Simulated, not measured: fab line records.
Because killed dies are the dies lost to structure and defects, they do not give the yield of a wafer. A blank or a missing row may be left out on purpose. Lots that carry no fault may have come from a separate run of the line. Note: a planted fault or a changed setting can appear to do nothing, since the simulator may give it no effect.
Comparing a struck lot with a sound one | flow n5Finfet | 14 steps out of a route of 1938
Sound: these wafers, L828.1, L828.3, L828.6. Wafers L839.1, L839.2, L839.4 were the ones struck. The cause is given at the end.
At each step with rows: each side's tool, then ch and its chambers, then its first start. Under that, the readings that differ: sound wafers | struck wafers | difference of the means | sigmas: that difference in standard deviations of wafers without a fault.
alike: words and numbers the same on both sides, and readings whose means are apart by under 2 such deviations; not compared: readings that were withheld, readings missing a value for some wafer, numbers with overlapping values and no deviation given by the record, and bounds like >300 which may hide the same value.
A row with sigmas, a row that says differs or no value, or rows on one side alone: a step with any of these is where the two part. Numbers that don't overlap but have no deviation are shown without sigmas and don't part them. A reading that every wafer of one side lacks parts them only if that side has two wafers or more.

first, 3 steps without rows for these wafers: N5_BEOL_M5_EXPOSE_25 (exposes mask V4, defocus 10 nm); N5_BEOL_M5_PEB_26 (peb time 60 s); N5_BEOL_M5_DEVELOP_27 (develop time 30 s).
N5_BEOL_M5_CD_MEAS_28: target cd 30.6 nm, target cd y 20 nm.
  sound on cdSem-03 ch 0, day 9 06:25; struck on cdSem-03 ch 0, day 11 22:55
  alike: cdNm
N5_BEOL_M5_OVL_MEAS_29:
  sound on overlay-01 ch 0, day 9 06:26; struck on overlay-02 ch 0, day 11 22:56
  alike: V4_OVL
N5_BEOL_M5_INSPECT_30: inspects for defects (brightfield).
  sound on defectInspect-02, day 9 06:30; struck on defectInspect-02, day 11 23:00
  alike: rawDefectCount
N5_BEOL_M5_DESCUM_33: chemistry O2, time 7 s.
  sound on rieDiel-04 ch 0,1, day 9 06:32; struck on rieDiel-04 ch 0,3, day 11 23:04
  alike: biasPowerW, drypumpMotorCurrentA, o2FlowSccm, oesProductAu, rfVppV, showerheadPlenumPTorr, throttleValvePct
  not compared: rfHoursCounterH
N5_BEOL_M5_ETCH_75: etches underlayer in N2/H2, target depth 6.5 nm, time 5.2 s.
  sound on rieDiel-04 ch 0,1, day 9 06:34; struck on rieDiel-04 ch 0,3, day 11 23:06
  alike: biasW, drypumpMotorCurrentA, etchRfOnTimeS, n2FlowSccm, oesProductAu, rfVppV, showerheadPlenumPTorr, throttleValvePct
  not compared: rfHoursCounterH
N5_BEOL_M5_ETCH_67: etches SiARC in CF4, target depth 15.6 nm, time 26 s.
  sound on rieDiel-04 ch 0,1, day 9 06:35; struck on rieDiel-04 ch 0,3, day 11 23:07
  alike: biasW, drypumpMotorCurrentA, etchRfOnTimeS, oesProductAu, rfVppV, showerheadPlenumPTorr, throttleValvePct
  not compared: rfHoursCounterH
N5_BEOL_M5_ETCH_68: etches SOC in N2/H2, target depth 80 nm, overetch 16 nm, time 120 s.
  sound on rieDiel-04 ch 0,1, day 9 06:37; struck on rieDiel-04 ch 0,3, day 11 23:09
  alike: biasW, drypumpMotorCurrentA, n2FlowSccm, oesProductAu, rfVppV, showerheadPlenumPTorr, throttleValvePct
  not compared: rfHoursCounterH
then, 2 steps without rows for these wafers: N5_BEOL_M5_STRIP_69 (strips in N2/H2); N5_BEOL_M5_STRIP_76 (strips in N2/H2).
N5_BEOL_M5_VIA_ETCH_34: etches SiCOH lowk in C4F6/O2, target depth 88.3 nm, time 39.2 s.
  sound on rieDiel-04 ch 0,1, day 9 06:43; struck on rieDiel-04 ch 0,3, day 11 23:15
reading                 | sound             | struck            | difference | sigmas
biasW (W)               | 184.0 185.4 185.7 | 163.0 163.2 163.3 | -21.9      | -40
rfVppV (V)              | 669 678 677       | 594 604 591       | -78        | -9
model.etch.depthNm (nm) | 89.35 87.95 87.5  | 84.72 86.04 83.77 | -3.42      | 
  alike: drypumpMotorCurrentA, oesProductAu, showerheadPlenumPTorr, throttleValvePct
  not compared: rfHoursCounterH
then, 1 step without rows for these wafers: N5_BEOL_M5_STRIP_85 (strips in C4F6/O2).

## WHERE THEY PART
Within this record, at N5_BEOL_M5_VIA_ETCH_34 only.

WHY: what the simulator had put in
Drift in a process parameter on rieDiel-04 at N5_BEOL_M5_VIA_ETCH_34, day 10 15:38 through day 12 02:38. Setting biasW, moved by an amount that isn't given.
